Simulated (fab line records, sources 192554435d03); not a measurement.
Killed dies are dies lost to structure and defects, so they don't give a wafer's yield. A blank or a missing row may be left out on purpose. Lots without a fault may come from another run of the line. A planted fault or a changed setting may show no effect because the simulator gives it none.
Split-lot experiment | flow n5_finfet | 7 lots, 21 wafers read, on a route of 1938 steps

THE SPLIT
At N5_BEOL_M10_PECVD_70 (deposits SiO2 from TEOS/O2, target thk 20 nm, time 22.7 s), the setting time_s was moved away from the recipe's 22.7 s on 7 of the 21 wafers read, by +4.1% to +15.0%. The other wafers ran this setting at the recipe's value.

The reading is taken at the split's own step.

THE READING
SiO2_of_BEOL_M10_PECVD_70.thk_nm (the simulator's own value, which no gauge read), in nm, at N5_BEOL_M10_PECVD_70 (deposits SiO2 from TEOS/O2, target thk 20 nm, time 22.7 s). The file gives no usual value for it. The 14 wafers here that ran the recipe average 20.1 nm, standard deviation 0.28 nm.

wafer  | tool, chamber at the split | time_s as run, s | against the recipe | SiO2_of_BEOL_M10_PECVD_70.thk_nm, nm | against lot-mates on the recipe
L078.2 | pecvd-04, 2,0              | 25.95            | +14.3%             | 22.8                                 | +3.0
L078.5 | pecvd-04, 2,0              | 25.95            | +14.3%             | 22.8                                 | +3.0
L078.3 | pecvd-04, 0                | 22.7             | recipe             | 19.8                                 | -
L080.4 | pecvd-03, 2                | 22.7             | recipe             | 20.6                                 | -
L080.5 | pecvd-03, 0                | 22.7             | recipe             | 20                                   | -
L080.6 | pecvd-03, 1                | 22.7             | recipe             | 20.4                                 | -
L076.1 | pecvd-03, 1                | 25.8             | +13.7%             | 22.8                                 | +2.5
L076.3 | pecvd-03, 0                | 22.7             | recipe             | 20.2                                 | -
L076.4 | pecvd-03, 2                | 22.7             | recipe             | 20.4                                 | -
L091.1 | pecvd-02, 2,0              | 22.7             | recipe             | 20                                   | -
L091.4 | pecvd-02, 2,0              | 22.7             | recipe             | 20                                   | -
L091.3 | pecvd-02, 1                | 26.1             | +15.0%             | 22.8                                 | +2.8
L090.3 | pecvd-04, 2                | 22.7             | recipe             | 19.6                                 | -
L090.4 | pecvd-04, 0                | 22.7             | recipe             | 20.2                                 | -
L090.5 | pecvd-04, 1                | 24.09            | +6.1%              | 21.4                                 | +1.5
L093.4 | pecvd-02, 1                | 22.7             | recipe             | 20                                   | -
L093.5 | pecvd-02, 0,2              | 22.7             | recipe             | 20.4                                 | -
L093.6 | pecvd-02, 0,2              | 22.7             | recipe             | 20.4                                 | -
L095.1 | pecvd-04, 0                | 22.7             | recipe             | 19.8                                 | -
L095.4 | pecvd-04, 1,0              | 23.64            | +4.1%              | 20.6                                 | +0.8
L095.5 | pecvd-04, 1,0              | 23.64            | +4.1%              | 20.6                                 | +0.8
Where a row lists several chambers, the file gives one row for several wafers and doesn't say which wafer went through which chamber.

THE FIT
A straight line over all 21 wafers: SiO2_of_BEOL_M10_PECVD_70.thk_nm changes by +0.186 nm for each +1% of time_s; r = +0.97; the points scatter about the line by 0.26 nm.
The same after taking each lot's own level away (the mean of its wafers on the recipe; 21 wafers): +0.199 nm for each +1%; r = +0.99; scatter 0.19 nm.
On that fit, the largest move of time_s shifts the reading by 3 nm.
The lots' own levels span 19.80 to 20.33 nm, that is 1.9 times the standard deviation above.
So the lot-to-lot level changes the slope little: the two slopes agree.
Check: with one of the wafers moved furthest among these (+15.0%) left out of the fit, the line predicts +3.04 nm for it against its lot-mates. It came out at +2.8 nm against them.

OTHER SPLITS ON THESE WAFERS
These wafers also went through other splits before the reading. Each is held against what the fit with the lots' levels taken away leaves over:
other split on the same wafers | wafers away from the commonest value | r with SiO2_of_BEOL_M10_PECVD_70.thk_nm (lot level and that fit taken away)
N5_BEOL_M8_EXPOSE_08 dose_mj   | 9                                    | -0.07
N5_BEOL_M9_ETCH_61 source_w    | 7                                    | +0.39

THE FILE'S OWN FIT
SiO2_of_BEOL_M10_PECVD_70.thk_nm changes by +0.196 nm for each +1% of time_s, r = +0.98.
